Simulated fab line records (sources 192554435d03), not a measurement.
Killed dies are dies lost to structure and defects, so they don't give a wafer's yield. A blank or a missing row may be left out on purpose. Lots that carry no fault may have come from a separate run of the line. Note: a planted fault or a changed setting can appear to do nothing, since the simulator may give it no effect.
Matching of chambers    flow n5 finfet    4 sister chambers for N5_BEOL_M13_ETCH_59 on rie diel-06
The step etches BARC in N2/H2, target depth 89 nm, overetch 26.7 nm, time 67.9 s. 16 wafers are shown with their chamber, then 8 later ones without.

== WAFERS PAIRED WITH THEIR CHAMBERS ==
wafer   chamber  showerhead plenum p Torr (Torr)  throttle valve pct (%)  oes product au (a.u.)
L757.1  2        2.65                             17.56                   0.70
L757.3  0        2.41                             17.98                   0.61
L757.6  0        2.41                             17.99                   0.61
L759.2  0        2.41                             17.98                   0.61
L759.3  2        2.65                             17.54                   0.70
L759.6  2        2.65                             17.56                   0.69
L761.1  1        2.49                             17.65                   0.71
L761.4  3        2.63                             17.83                   0.63
L761.6  3        2.63                             17.82                   0.64
L758.1  2        2.65                             17.57                   0.70
L758.2  3        2.63                             17.83                   0.63
L758.3  0        2.40                             18.00                   0.61
L763.2  2        2.65                             17.59                   0.69
L763.3  1        2.48                             17.65                   0.71
L763.4  3        2.63                             17.81                   0.64
L766.1  2        2.65                             17.60                   0.68

SIGNATURES (averages over the wafers above)
reading                   chamber 0  chamber 1  chamber 2  chamber 3  scatter within a chamber
showerhead plenum p Torr  2.4075     2.4850     2.6500     2.6300     0.00323
throttle valve pct        17.9875    17.6500    17.5700    17.8225    0.0157
oes product au            0.6100     0.7100     0.6933     0.6350     0.00601
Rule: a wafer's distance from a chamber is the root of the sum, over the readings, of the square of ((its reading less the chamber's mean) divided by the reading's scatter). If the next closest chamber is less than 2 further off than the closest, the wafer can't be placed; otherwise it belongs to the closest. The scatter: the root of (the sum of the squares of (reading less its chamber's mean) over the shown wafers, divided by (wafers less chambers)).

== WAFERS MISSING THEIR CHAMBER ==
wafer   showerhead plenum p Torr (Torr)  throttle valve pct (%)  oes product au (a.u.)
L766.5  2.65                             17.58                   0.69
L766.6  2.63                             17.84                   0.63
L770.1  2.64                             17.59                   0.68
L770.2  2.40                             17.99                   0.61
L770.6  2.40                             18.01                   0.60
L768.1  2.40                             18.01                   0.60
L768.3  2.64                             17.58                   0.66
L768.4  2.48                             17.68                   0.69

== THE CHAMBER EACH PASSED THROUGH ==
wafer   from the rows above  in truth
L766.5  2                    2
L766.6  3                    3
L770.1  2                    2
L770.2  0                    0
L770.6  0                    0
L768.1  0                    0
L768.3  2                    2
L768.4  1                    1
8 of 8 placed correctly. Left unplaced by these rows: 0. Number placed wrongly: 0.
